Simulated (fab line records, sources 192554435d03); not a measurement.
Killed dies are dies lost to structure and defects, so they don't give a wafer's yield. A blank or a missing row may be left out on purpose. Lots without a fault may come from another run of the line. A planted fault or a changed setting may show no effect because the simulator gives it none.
Split-lot experiment | flow n5_finfet | 7 lots, 21 wafers read, on a route of 1938 steps

THE SPLIT
At N5_BEOL_M13_ILD_DEP_00 (deposits SiOC from DEMS/O2, target thk 837.92 nm, time 166.4 s), the setting time_s was moved away from the recipe's 166.4 s on 4 of the 21 wafers read, by -14.8% to +11.7%. The other wafers ran this setting at the recipe's value.

The file shows no step between the split and the reading.

THE READING
M13_ILD_THK, in nm, at N5_BEOL_M13_THK_MEAS_01. Fault-free wafers of this fab line usually give 832 nm, standard deviation 11 nm.

wafer  | tool, chamber at the split | time_s as run, s | against the recipe | M13_ILD_THK, nm | against lot-mates on the recipe
L074.1 | pecvd-04, 1                | 166.4            | recipe             | 815             | -
L074.2 | pecvd-04, 2                | 166.4            | recipe             | 803             | -
L074.4 | pecvd-04, 1                | 166.4            | recipe             | 833             | -
L076.1 | pecvd-02, 1                | 166.4            | recipe             | 817             | -
L076.4 | pecvd-02, 1                | 166.4            | recipe             | 842             | -
L076.5 | pecvd-02, 2                | 166.4            | recipe             | 860             | -
L075.3 | pecvd-01, 1                | 166.4            | recipe             | 837             | -
L075.4 | pecvd-01, 2                | 166.4            | recipe             | 841             | -
L075.5 | pecvd-01, 0                | 141.8            | -14.8%             | 712             | -127
L077.1 | pecvd-01, 0                | 166.4            | recipe             | 832             | -
L077.3 | pecvd-01, 1                | 166.4            | recipe             | 823             | -
L077.6 | pecvd-01, 1                | 166.4            | recipe             | 829             | -
L080.4 | pecvd-04, 0                | 166.4            | recipe             | 833             | -
L080.5 | pecvd-04, 1                | 166.4            | recipe             | 832             | -
L080.6 | pecvd-04, 2                | 166.4            | recipe             | 826             | -
L083.1 | pecvd-02, 1                | 185.9            | +11.7%             | 919             | +87
L083.2 | pecvd-02, 0                | 185.9            | +11.7%             | 921             | +89
L083.6 | pecvd-02, 0                | 166.4            | recipe             | 832             | -
L090.4 | pecvd-01, 0                | 166.4            | recipe             | 843             | -
L090.5 | pecvd-01, 1                | 145.2            | -12.7%             | 724             | -118
L090.6 | pecvd-01, 2                | 166.4            | recipe             | 840             | -

THE FIT
A straight line over all 21 wafers: M13_ILD_THK changes by +7.94 nm for each +1% of time_s; r = +0.97; the points scatter about the line by 12 nm.
The same after taking each lot's own level away (the mean of its wafers on the recipe; 21 wafers): +8.28 nm for each +1%; r = +0.98; scatter 9.6 nm.
On that fit, the largest move of time_s shifts the reading by 1.2e+02 nm.
The lots' own levels span 817.0 to 841.5 nm, that is 2.2 times the standard deviation above.
So the lot-to-lot level changes the slope little: the two slopes agree.
Check: with one of the wafers moved furthest among these (-14.8%) left out of the fit, the line predicts -122 nm for it against its lot-mates. It came out at -127 nm against them.

OTHER SPLITS ON THESE WAFERS
These wafers also went through other splits before the reading. Each is held against what the fit with the lots' levels taken away leaves over:
other split on the same wafers | wafers away from the commonest value | r with M13_ILD_THK (lot level and that fit taken away)
N5_BEOL_M11_COAT_05 spin_rpm   | 7                                    | +0.16
N5_BEOL_M12_ETCH_68 time_s     | 5                                    | +0.35

THE WHOLE CHAIN: every reading that the file lists as answering this split, in the file's order
step                    | what it does                                                   | reading                                                                             | change (the file's fit)              | r (the file's)
N5_BEOL_M13_ILD_DEP_00  | deposits SiOC from DEMS/O2, target thk 837.92 nm, time 166.4 s | SiOC_of_BEOL_M13_ILD_DEP_00.thk_nm (the simulator's own value, which no gauge read) | +8.48 nm for each +1% of the setting | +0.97
N5_BEOL_M13_THK_MEAS_01 |                                                                | M13_ILD_THK                                                                         | +8.51 for each +1% of the setting    | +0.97
N5_BEOL_M13_VIA_ETCH_16 | etches SiOC in C4F8/O2/Ar, target depth 921.7 nm               | etch.depth_nm (the simulator's own value, which no gauge read)                      | +8.49 nm for each +1% of the setting | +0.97
N5_BEOL_M13_VIA_ETCH_16 | etches SiOC in C4F8/O2/Ar, target depth 921.7 nm               | coat_of_BEOL_M13_COAT_04.thk_nm (the simulator's own value, which no gauge read)    | -2.47 nm for each +1% of the setting | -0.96
N5_BEOL_M13_STRIP_63    | strips in N2/H2                                                | strip_time_to_endpoint_s                                                            | withheld for each +1% of the setting | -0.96

THE FILE'S OWN FIT
M13_ILD_THK changes by +8.51 nm for each +1% of time_s, r = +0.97.
